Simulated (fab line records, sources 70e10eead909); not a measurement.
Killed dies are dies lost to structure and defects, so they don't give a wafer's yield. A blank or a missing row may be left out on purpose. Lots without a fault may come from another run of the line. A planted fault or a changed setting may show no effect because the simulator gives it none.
A struck lot beside a sound one | flow nand_harc | 14 steps out of a route of 1302
Sound: wafers L642.1, L642.2, L642.4. Struck: wafers L655.1, L655.2, L655.6. The cause comes at the end.
At each step with rows: each side's tool, then ch and its chambers, then its first start. Under that, the readings that differ: sound wafers | struck wafers | difference of the means | sigmas: that difference in standard deviations of wafers without a fault.
alike: readings whose means differ by less than 2 such deviations, and words and numbers that are the same on both sides. not compared: withheld readings, readings that some wafer has no value for, bounds like >300 that may hide the same value, and numbers for which the record gives no deviation and whose values overlap.
The two part at a step that has a row with sigmas, a row that says differs or no value, or rows on one side only. Numbers that don't overlap but have no deviation are shown without sigmas and don't part them. A reading that every wafer of one side lacks parts them only if that side has two wafers or more.

first, 1 step without rows for these wafers: NHARC_A_CHANNEL_HOLE_D2_SRD_30.
NHARC_A_CHANNEL_HOLE_D2_CD_MEAS_31:
  sound on cd_sem-01, day 15 23:31; struck on cd_sem-02, day 21 04:16
  alike: cd_nm
NHARC_A_CHANNEL_HOLE_D2_XSEM_32:
  sound on xsem-02 ch 0, day 15 23:36; struck on xsem-02 ch 0, day 21 04:22
  alike: bot_cd_nm, bow_nm, tilt_deg
NHARC_A_CHANNEL_HOLE_D2_INSPECT_40:
  sound on defect_inspect-01, day 15 23:42; struck on defect_inspect-01, day 21 04:28
  reading          | sound       | struck      | difference | sigmas
  raw_defect_count | 544 632 388 | 364 217 289 | -231       | -2
then, 2 steps without rows for these wafers: NHARC_A_CHANNEL_FILL_D2_PRECLEAN_00 (cleans in SC1); NHARC_A_CHANNEL_FILL_D2_SRD_01.
NHARC_A_CHANNEL_FILL_D2_ALD_02: deposits SiO2, target thk 6 nm, pulse time 10 s, ald cycles 60.
  sound on ald_hk-02 ch 1,2,3, day 15 23:56; struck on ald_hk-03 ch 0,1,3, day 21 04:44
  alike: heater_power_w, precursor_pulse_height_rel, susceptor_temp_C
NHARC_A_CHANNEL_FILL_D2_ALD_03: deposits SiNx, target thk 6 nm, pulse time 60 s, ald cycles 58.
  sound on ald_sin_batch-02 ch 0; struck on ald_sin_batch-01 ch 0
  reading              | sound | struck            | difference                   | sigmas
  susceptor_temp_C (C) | - - - | 629.2 629.5 630.0 | no value on the sound wafers |
  alike: precursor_pulse_height_rel
NHARC_A_CHANNEL_FILL_D2_ALD_14: deposits SiO2, target thk 2.5 nm, pulse time 10 s, ald cycles 25.
  sound on ald_hk-02 ch 0,1,3, day 16 05:03; struck on ald_hk-03 ch 1,2, day 21 11:45
  alike: heater_power_w, precursor_pulse_height_rel, susceptor_temp_C
NHARC_A_CHANNEL_FILL_D2_ALD_15: deposits SiNx, target thk 2 nm, pulse time 60 s, ald cycles 19.
  sound on ald_sin_batch-02 ch 0; struck on ald_sin_batch-01 ch 0
  reading              | sound                | struck | difference                    | sigmas
  susceptor_temp_C (C) | 630.28 630.47 630.07 | - - -  | no value on the struck wafers |
  alike: precursor_pulse_height_rel
then, 2 steps without rows for these wafers: NHARC_A_CHANNEL_FILL_D2_ALD_16 (deposits SiO2, target thk 1.5 nm, pulse time 10 s, ald cycles 15); NHARC_A_CHANNEL_FILL_D2_ANNEAL_17 (time 1800 s).
NHARC_A_CHANNEL_FILL_D2_CVD_18: deposits poly-Si, target thk 3 nm.
  sound on lpcvd_poly-03 ch 0, day 16 20:37; struck on lpcvd_poly-04 ch 0, day 22 05:52
  alike: spike_tc_upper_C
then, 1 step without rows for these wafers: NHARC_A_CHANNEL_FILL_D2_ETCHBACK_19 (etches the open film in HBr/Cl2, target depth 5 nm, time 1.7 s).

WHERE THEY PART
First at NHARC_A_CHANNEL_HOLE_D2_INSPECT_40; last, within this record, at NHARC_A_CHANNEL_FILL_D2_ALD_15. Later steps at which nothing parts them and some readings are alike: NHARC_A_CHANNEL_FILL_D2_CVD_18.

WHY: what the simulator had put in
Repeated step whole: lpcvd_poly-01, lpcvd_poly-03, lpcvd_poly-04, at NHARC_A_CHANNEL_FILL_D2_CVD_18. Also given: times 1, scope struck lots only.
